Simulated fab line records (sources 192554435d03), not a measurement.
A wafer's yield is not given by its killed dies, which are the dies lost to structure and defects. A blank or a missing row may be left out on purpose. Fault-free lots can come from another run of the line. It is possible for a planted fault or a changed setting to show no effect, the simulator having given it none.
What tool caused it? -- flow n5 finfet -- 9 lots with 27 wafers sampled at 6 steps, on a route of 1938 steps

== WHAT EACH GAUGE READ, for each wafer ==
N5_BEOL_M4_RC_MEAS_101. Usual: DIBL_N 35.8 mV/V, standard deviation 1.8; DIBL_P 35.6 mV/V, standard deviation 2; IOFF_N 0.148 nA/um, standard deviation 0.028; IOFF_P 0.20 nA/um, standard deviation 0.034; ION_N 672 uA/um, standard deviation 12; ION_P 462 uA/um, standard deviation 8.5; SS_N 71.2 mV/dec, standard deviation 0.65; SS_P 73.1 mV/dec, standard deviation 0.67; VT_N 251 mV, standard deviation 3.3; VT_P -251 mV, standard deviation 3.8.
lot,measured,on,DIBL_N (mV/V),DIBL_P (mV/V),IOFF_N (nA/um),IOFF_P (nA/um),ION_N (uA/um),ION_P (uA/um),SS_N (mV/dec),SS_P (mV/dec),VT_N (mV),VT_P (mV),flag
L749,day 7 15:10,prober-02,34.6 32.9 34.0,35.2 34.3 36.4,0.150 0.119 0.145,0.16 0.15 0.17,674 660 677,449 454 459,71.1 70.7 71.5,72.6 72.5 73.4,252 253 251,-258 -257 -255,
L751,day 8 00:16,prober-01,35.3 34.6 35.5,35.9 34.8 35.3,0.161 0.154 0.159,0.22 0.20 0.22,685 675 682,471 462 471,71.8 71.3 72.4,73.3 73.1 72.5,252 250 252,-248 -248 -248,
L754,day 9 04:34,prober-01,37.6 37.9 36.8,36.9 37.5 35.5,0.169 0.162 0.147,0.20 0.22 0.18,693 684 675,465 461 462,71.9 71.7 71.4,73.8 74.0 72.9,245 247 251,-252 -249 -254,
L757,day 9 12:13,prober-01,33.9 36.2 36.4,31.6 35.5 35.4,0.107 0.157 0.153,0.17 0.23 0.22,652 682 667,459 474 462,70.5 71.4 71.6,72.6 73.2 73.1,255 250 250,-251 -246 -247,
L759,day 10 05:30,prober-01,38.0 34.9 33.6,37.4 34.3 32.3,0.178 0.117 0.105,0.21 0.17 0.14,676 656 661,456 454 450,71.5 71.0 69.8,73.8 73.0 72.1,252 255 255,-254 -252 -256,
L767,day 12 03:19,prober-01,38.5 35.8 35.6,39.8 34.5 36.1,0.191 0.137 0.146,0.25 0.17 0.18,679 663 683,463 454 466,72.1 71.6 71.5,73.7 73.0 73.1,248 252 251,-248 -252 -255,
L769,day 12 19:14,prober-02,36.4 39.3 37.4,33.2 36.0 35.8,0.145 0.208 0.170,0.16 0.19 0.20,671 659 685,454 443 459,71.8 72.7 71.3,73.0 73.9 73.8,253 249 249,-257 -253 -250,
L770,day 13 02:19,prober-01,38.6 37.8 38.0,41.2 39.5 39.9,0.200 0.181 0.183,0.27 0.24 0.25,678 684 682,464 462 472,72.5 71.2 72.0,74.2 73.9 74.1,245 247 250,-247 -249 -247,
L771,day 13 18:52,prober-02,35.8 38.4 35.3,35.0 37.4 33.1,0.147 0.197 0.138,0.19 0.24 0.18,677 691 682,463 478 464,71.3 71.6 71.0,72.4 72.5 71.9,250 246 254,-248 -247 -250,

== EACH LOT AND THE TOOL THAT RAN IT (in order: tool; ch and the chambers of the sampled wafers; start) ==
lot,N5_BEOL_M1_PECVD_72,N5_BEOL_M1_ANNEAL_89,N5_BEOL_M1_ANNEAL_93,N5_BEOL_M1_SPUTTER_96,N5_BEOL_M1_CMP_52
L749,"pecvd-02 ch 0,2, day 6 01:19","pvd sputter-02, day 6 07:16","pvd sputter-02, day 6 07:42","pvd sputter-02, day 6 08:04","cmp-02 ch 1,2,3, day 6 08:37"
L751,"pecvd-02 ch 0,2, day 6 14:06","pvd sputter-02, day 6 21:36","pvd sputter-02, day 6 22:02","pvd sputter-02, day 6 22:24","cmp-04 ch 0,3, day 6 23:38"
L754,"pecvd-02 ch 0,1,2, day 7 12:54","pvd sputter-01, day 7 20:14","pvd sputter-01, day 7 20:40","pvd sputter-01, day 7 21:02","cmp-02 ch 0,2, day 7 21:32"
L757,"pecvd-03 ch 1,2, day 7 20:45","pvd sputter-03, day 8 05:20","pvd sputter-03, day 8 05:46","pvd sputter-03, day 8 06:08","cmp-02 ch 0,3, day 8 06:38"
L759,"pecvd-02 ch 0,1,2, day 8 09:08","pvd sputter-02, day 8 16:28","pvd sputter-02, day 8 16:54","pvd sputter-02, day 8 17:16","cmp-04 ch 0,2,3, day 8 17:46"
L767,"pecvd-04 ch 0,1, day 10 13:22","pvd sputter-01, day 10 21:00","pvd sputter-01, day 10 21:26","pvd sputter-01, day 10 21:48","cmp-04 ch 1,2,3, day 10 22:22"
L769,"pecvd-04 ch 0,1, day 11 02:10","pvd sputter-01, day 11 08:48","pvd sputter-01, day 11 09:14","pvd sputter-01, day 11 09:36","cmp-03 ch 0,2,3, day 11 10:05"
L770,"pecvd-03 ch 1,2, day 11 04:14","pvd sputter-01, day 11 12:53","pvd sputter-01, day 11 13:19","pvd sputter-01, day 11 13:41","cmp-03 ch 2,3, day 11 14:10"
L771,"pecvd-04 ch 0,1,2, day 11 09:28","pvd sputter-03, day 11 17:11","pvd sputter-03, day 11 17:38","pvd sputter-03, day 11 17:59","cmp-03 ch 0,2, day 11 18:41"
- N5_BEOL_M1_PECVD_72: deposits SiO2 from TEOS/O2, target thk 16 nm, time 18 s.
- N5_BEOL_M1_ANNEAL_89: time 240 s.
- N5_BEOL_M1_ANNEAL_93: time 240 s.
- N5_BEOL_M1_SPUTTER_96: material Cu, target thk 4.5 nm, time 8.29 s.
- N5_BEOL_M1_CMP_52: polishes, stops on SiOC, t overpolish 6.8 s, target thk 40 nm.

== WHAT THE TOOLS THEMSELVES READ (means of the sampled wafers that have a number; where no wafer has one, the mark that the record gives instead) ==
N5_BEOL_M1_PECVD_72. Usual: chamber pressure Torr 5.500 Torr, standard deviation 0.012; heater power w 714 W, standard deviation 68; showerhead plenum p Torr 8.80 Torr, standard deviation 0.052; throttle valve pct 22.5 %, standard deviation 1.3.
lot,tool,chamber pressure Torr (Torr),heater power w (W),showerhead plenum p Torr (Torr),throttle valve pct (%),flag
L749,pecvd-02,5.496,719,8.80,23.1,
L751,pecvd-02,5.499,730,8.81,22.4,
L754,pecvd-02,5.503,747,8.80,22.8,
L757,pecvd-03,5.503,695,8.80,21.6,
L759,pecvd-02,5.507,754,8.80,22.9,
L767,pecvd-04,5.498,717,8.73,22.8,
L769,pecvd-04,5.501,724,8.76,23.7,
L770,pecvd-03,5.494,649,8.81,21.8,
L771,pecvd-04,5.513,747,8.79,22.1,

N5_BEOL_M1_ANNEAL_89. Usual: heater power w at 911 W, with a standard deviation of 130.
lot,tool,heater power w (W),flag
L749,pvd sputter-02,867,
L751,pvd sputter-02,997,
L754,pvd sputter-01,967,
L757,pvd sputter-03,799,
L759,pvd sputter-02,849,
L767,pvd sputter-01,944,
L769,pvd sputter-01,918,
L770,pvd sputter-01,932,
L771,pvd sputter-03,763,

N5_BEOL_M1_ANNEAL_93. Usual: heater power w at 913 W, with a standard deviation of 130.
lot,tool,heater power w (W),flag
L749,pvd sputter-02,865,
L751,pvd sputter-02,997,
L754,pvd sputter-01,971,
L757,pvd sputter-03,805,
L759,pvd sputter-02,865,
L767,pvd sputter-01,935,
L769,pvd sputter-01,919,
L770,pvd sputter-01,949,
L771,pvd sputter-03,762,

N5_BEOL_M1_SPUTTER_96. Usual: throttle valve pct at 30.2 %, with a standard deviation of 1.1.
lot,tool,throttle valve pct (%),flag
L749,pvd sputter-02,31.2,
L751,pvd sputter-02,30.2,
L754,pvd sputter-01,30.9,
L757,pvd sputter-03,30.1,
L759,pvd sputter-02,30.6,
L767,pvd sputter-01,30.5,
L769,pvd sputter-01,30.7,
L770,pvd sputter-01,30.3,
L771,pvd sputter-03,30.9,

N5_BEOL_M1_CMP_52. Usual: barrier field endpoint s 24.5 s, standard deviation 0.66; clearing platen down force psi 1.4997 psi, standard deviation 0.0027; motor current A 5.9 A, standard deviation 0.53.
lot,tool,barrier field endpoint s (s),clearing platen down force psi (psi),motor current A (A),flag
L749,cmp-02,25.1,1.5018,5.9,
L751,cmp-04,24.2,1.4991,6.8,
L754,cmp-02,24.3,1.5023,5.8,
L757,cmp-02,24.5,1.4986,6.0,
L759,cmp-04,26.5,1.5021,6.4,OFF
L767,cmp-04,24.6,1.4995,6.1,
L769,cmp-03,23.7,1.5011,5.7,
L770,cmp-03,24.0,1.5000,5.7,
L771,cmp-03,24.1,1.5004,5.5,

== THE ANSWER, worked out from the rows above alone ==
Rule: a lot counts as off when the mean over its wafers that have a number is more than 3 standard deviations away from the usual mean. Also off: a lot with no number at a reading for which 4 or more lots have one. All remaining lots with rows at the step are treated as sound. After the gauges, taken in route order, come the tools' own readings; for these a lot's mean is taken, as printed above. At the first step where some lot is off, the reading lying furthest off is the one used; lots without a number count as furthest.
Off at N5_BEOL_M1_CMP_52 (barrier field endpoint s): L759.
A tool fits if, at that step or a process step before it, it ran every lot that is off, and no sound lot after the first of them. Can't be told from this: 2 tools fit, pecvd-02 at N5_BEOL_M1_PECVD_72, pvd sputter-02 at N5_BEOL_M1_ANNEAL_89 and N5_BEOL_M1_ANNEAL_93 and N5_BEOL_M1_SPUTTER_96.

== WHAT HAD BEEN PUT IN BY THE SIMULATOR ==
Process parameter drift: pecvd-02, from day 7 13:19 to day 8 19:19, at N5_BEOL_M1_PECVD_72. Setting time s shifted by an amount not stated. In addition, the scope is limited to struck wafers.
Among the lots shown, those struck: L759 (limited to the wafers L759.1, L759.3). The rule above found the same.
